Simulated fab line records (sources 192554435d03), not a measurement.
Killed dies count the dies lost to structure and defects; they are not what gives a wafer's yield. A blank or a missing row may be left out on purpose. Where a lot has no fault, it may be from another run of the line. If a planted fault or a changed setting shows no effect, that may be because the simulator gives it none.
Split-lot study | flow n5 finfet | 7 lots, 39 wafers read, on a route of 1938 steps

## THE SPLIT ITSELF
At N5_SDB_ALD_29 (deposits SiNx, target thk 30 nm, pulse time 1 s, ald cycles 600), the setting ald cycles was moved away from the recipe's 600 on 12 of the 39 wafers read, by -41.8% to +34.0%. This setting was run at the recipe's value on the other wafers.

The split's own step is where the reading is taken.

## THE READING
SiNx_of_SDB_ALD_29.thk nm (the simulator's own value, which no gauge read), in nm, at N5_SDB_ALD_29 (deposits SiNx, target thk 30 nm, pulse time 1 s, ald cycles 600). There is no usual value for it anywhere in the file. Here, 27 wafers ran the recipe; their average is 30.0 nm with a standard deviation of 0.17 nm.

wafer  | tool, chamber at the split | ald cycles as run | against the recipe | SiNx_of_SDB_ALD_29.thk nm, nm | against lot-mates on the recipe
L079.1 | ald sin-04, 3,1,2,2,1      | 600               | recipe             | 30.2                          | -
L079.3 | ald sin-04, 3,1,2,2,1      | 600               | recipe             | 30.2                          | -
L079.4 | ald sin-04, 3,1,2,2,1      | 600               | recipe             | 30.2                          | -
L079.5 | ald sin-04, 3,1,2,2,1      | 600               | recipe             | 30.2                          | -
L079.6 | ald sin-04, 3,1,2,2,1      | 600               | recipe             | 30.2                          | -
L079.2 | ald sin-04, 0              | 600               | recipe             | 30                            | -
L081.1 | ald sin-01, 2,0            | 600               | recipe             | 30                            | -
L081.2 | ald sin-01, 2,0            | 600               | recipe             | 30                            | -
L081.4 | ald sin-01, 1              | 600               | recipe             | 29.8                          | -
L082.1 | ald sin-01, 1,0            | 804               | +34.0%             | 40.4                          | +10.3
L082.4 | ald sin-01, 1,0            | 804               | +34.0%             | 40.4                          | +10.3
L082.2 | ald sin-01, 3              | 804               | +34.0%             | 40.2                          | +10.1
L082.3 | ald sin-01, 2,3            | 600               | recipe             | 30                            | -
L082.5 | ald sin-01, 2,3            | 600               | recipe             | 30                            | -
L082.6 | ald sin-01, 0              | 600               | recipe             | 30.2                          | -
L083.1 | ald sin-03, 1,2            | 366               | -39.0%             | 18.4                          | -11.5
L083.6 | ald sin-03, 1,2            | 366               | -39.0%             | 18.4                          | -11.5
L083.2 | ald sin-03, 0,1            | 600               | recipe             | 29.8                          | -
L083.5 | ald sin-03, 0,1            | 600               | recipe             | 29.8                          | -
L083.3 | ald sin-03, 3              | 366               | -39.0%             | 18                            | -11.9
L083.4 | ald sin-03, 2              | 600               | recipe             | 30                            | -
L085.1 | ald sin-04, 3,0,2,0        | 600               | recipe             | 29.8                          | -
L085.2 | ald sin-04, 3,0,2,0        | 600               | recipe             | 29.8                          | -
L085.3 | ald sin-04, 3,0,2,0        | 600               | recipe             | 29.8                          | -
L085.6 | ald sin-04, 3,0,2,0        | 600               | recipe             | 29.8                          | -
L085.4 | ald sin-04, 1              | 600               | recipe             | 30                            | -
L085.5 | ald sin-04, 1              | 600               | recipe             | 30                            | -
L091.1 | ald sin-03, 1              | 349               | -41.8%             | 17.4                          | -12.6
L091.2 | ald sin-03, 3              | 349               | -41.8%             | 17.6                          | -12.4
L091.3 | ald sin-03, 0              | 600               | recipe             | 30                            | -
L091.4 | ald sin-03, 2              | 349               | -41.8%             | 17.8                          | -12.2
L091.5 | ald sin-03, 1              | 600               | recipe             | 29.8                          | -
L091.6 | ald sin-03, 2              | 600               | recipe             | 30.2                          | -
L095.1 | ald sin-03, 3              | 600               | recipe             | 30.4                          | -
L095.2 | ald sin-03, 0,2            | 600               | recipe             | 30.2                          | -
L095.5 | ald sin-03, 0,2            | 600               | recipe             | 30.2                          | -
L095.3 | ald sin-03, 2,3            | 490               | -18.3%             | 24.8                          | -5.5
L095.6 | ald sin-03, 2,3            | 490               | -18.3%             | 24.8                          | -5.5
L095.4 | ald sin-03, 1              | 490               | -18.3%             | 24.6                          | -5.7
The file does not say which wafer passed through which chamber wherever a row lists several chambers: such a row stands for several wafers.

THE FIT
A straight line over all 39 wafers: SiNx_of_SDB_ALD_29.thk nm changes by +0.3 nm for each +1% of ald cycles; r = +1.00; the points scatter about the line by 0.18 nm.
The same after taking each lot's own level away (the mean of its wafers on the recipe; 39 wafers): +0.299 nm for each +1%; r = +1.00; scatter 0.13 nm.
The reading moves by 12 nm for the largest change in ald cycles, on that fit.
Measured against the standard deviation above, the lots' own levels, which go from 29.87 to 30.27 nm, span 2.3 times it.
Consequently the slope shifts little with the lot-to-lot level, the two slopes agreeing.
Check: -12.5 nm against its lot-mates is what the line predicts for one of the wafers moved furthest among these (-41.8%) when that wafer is left out of the fit. Against them it came out at -12.6 nm.

## THESE WAFERS: OTHER SPLITS
These wafers also went through other splits before the reading. Each is held against what the fit with the lots' levels taken away leaves over:
other split on the same wafers        | wafers away from the commonest value | r with SiNx_of_SDB_ALD_29.thk nm (lot level and that fit taken away)
N5_FIN_SAQP_DEVELOP_15 develop time s | 15                                   | +0.05
N5_SPACER0_ALD_08 target thk a        | 18                                   | -0.26

## THE WHOLE CHAIN: every reading that the file lists as answering this split, in the file's order
step          | what it does                                                      | reading                                                                    | change (the file's fit)                                                            | r (the file's)
N5_SDB_ALD_29 | deposits SiNx, target thk 30 nm, pulse time 1 s, ald cycles 600   | SiNx_of_SDB_ALD_29.thk nm (the simulator's own value, which no gauge read) | +0.298 nm for each +1% of the setting                                              | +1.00
N5_SDB_CMP_30 | polishes, stops on poly-Si, t overpolish 1.54 s, target thk 30 nm | SiNx_of_SDB_ALD_29.thk nm (the simulator's own value, which no gauge read) | not straight: 17.6 at the lowest setting, 30.02 at the recipe, 28.8 at the highest | not given

## FILE'S OWN FIT
SiNx_of_SDB_ALD_29.thk nm changes by +0.298 nm for each +1% of ald cycles, r = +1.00.
